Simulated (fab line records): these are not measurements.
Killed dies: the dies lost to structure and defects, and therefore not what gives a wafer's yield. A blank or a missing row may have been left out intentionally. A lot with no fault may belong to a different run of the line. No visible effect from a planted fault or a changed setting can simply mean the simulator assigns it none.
Split-lot study	flow n5_finfet	21 wafers read across 7 lots, on a route 1938 steps long

## SPLIT DETAILS
At N5_BEOL_M2_ETCH_69 (etches SiARC in CF4, target depth 15.6 nm, time 26 s), the setting bias_w was moved away from the recipe's 36 W on 5 of the 21 wafers read, by +7.6% to +17.7%. The other wafers ran this setting at the recipe's value.

The reading is taken at the split's own step.

## THE READING
rf_vpp_V, in V, at N5_BEOL_M2_ETCH_69 (etches SiARC in CF4, target depth 15.6 nm, time 26 s). A value of 184.0 V with a standard deviation of 1.4 V is what fault-free wafers of this fab line usually give.

wafer	tool, chamber at the split	bias_w as run, W	against the recipe	rf_vpp_V, V	against lot-mates on the recipe
L076.1	rie_diel-05, 0	36	recipe	184.9	-
L076.5	rie_diel-05, 2	36	recipe	183.8	-
L076.6	rie_diel-05, 3	36	recipe	184.8	-
L080.1	rie_diel-05, 0	36	recipe	185.4	-
L080.2	rie_diel-05, 3	36	recipe	185.2	-
L080.6	rie_diel-05, 2	36	recipe	183.0	-
L086.3	rie_diel-03, 3	42.37	+17.7%	205.2	+21.2
L086.4	rie_diel-03, 2	42.37	+17.7%	201.3	+17.3
L086.5	rie_diel-03, 0	36	recipe	184.0	-
L093.1	rie_diel-05, 2	36	recipe	183.5	-
L093.4	rie_diel-05, 0	36	recipe	184.8	-
L093.5	rie_diel-05, 2	36	recipe	183.8	-
L091.1	rie_diel-05, 0	36	recipe	184.4	-
L091.3	rie_diel-05, 1	36	recipe	185.9	-
L091.5	rie_diel-05, 3	36	recipe	183.8	-
L096.1	rie_diel-03, 1	38.72	+7.6%	194.6	+13.8
L096.5	rie_diel-03, 1	38.72	+7.6%	194.2	+13.4
L096.6	rie_diel-03, 2	36	recipe	180.8	-
L097.2	rie_diel-03, 0	36	recipe	183.4	-
L097.5	rie_diel-03, 2	36	recipe	181.9	-
L097.6	rie_diel-03, 3	38.76	+7.7%	192.6	+9.9

FIT RESULTS
A straight line over all 21 wafers: rf_vpp_V changes by +1.13 V for each +1% of bias_w; r = +0.98; the points scatter about the line by 1.5 V.
The same after taking each lot's own level away (the mean of its wafers on the recipe; 21 wafers): +1.18 V for each +1%; r = +0.97; scatter 1.8 V.
According to that fit, moving bias_w by its largest amount changes the reading by 21 V.
From 180.80 to 184.70 V: that is the span of the lots' own levels, equal to 2.8 times the standard deviation above.
Hence the lot-to-lot level has little effect on the slope; both slopes agree.
Check: for one of the wafers moved furthest among these (+17.7%), held out of the fit, the line's prediction against its lot-mates is +21.2 V. Against them it came out at +21.2 V.
Tool readings at the split's step, against how far the setting was moved: rf_vpp_V r = +0.98.

## OTHER SPLITS ON THESE WAFERS
Other splits were also applied to these wafers ahead of the reading. Each is held against what the fit with the lots' levels taken away leaves over:
other split on the same wafers	wafers away from the commonest value	r with rf_vpp_V (lot level and that fit taken away)
N5_BEOL_M0_SAQP_COAT_34 spin_rpm	9	+0.16
N5_BEOL_M1_COAT_05 spin_rpm	6	-0.48
N5_BEOL_M1_ETCH_64 source_w	3	+0.16

## FILE'S OWN FIT
rf_vpp_V changes by +1.21 V for each +1% of bias_w, r = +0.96.
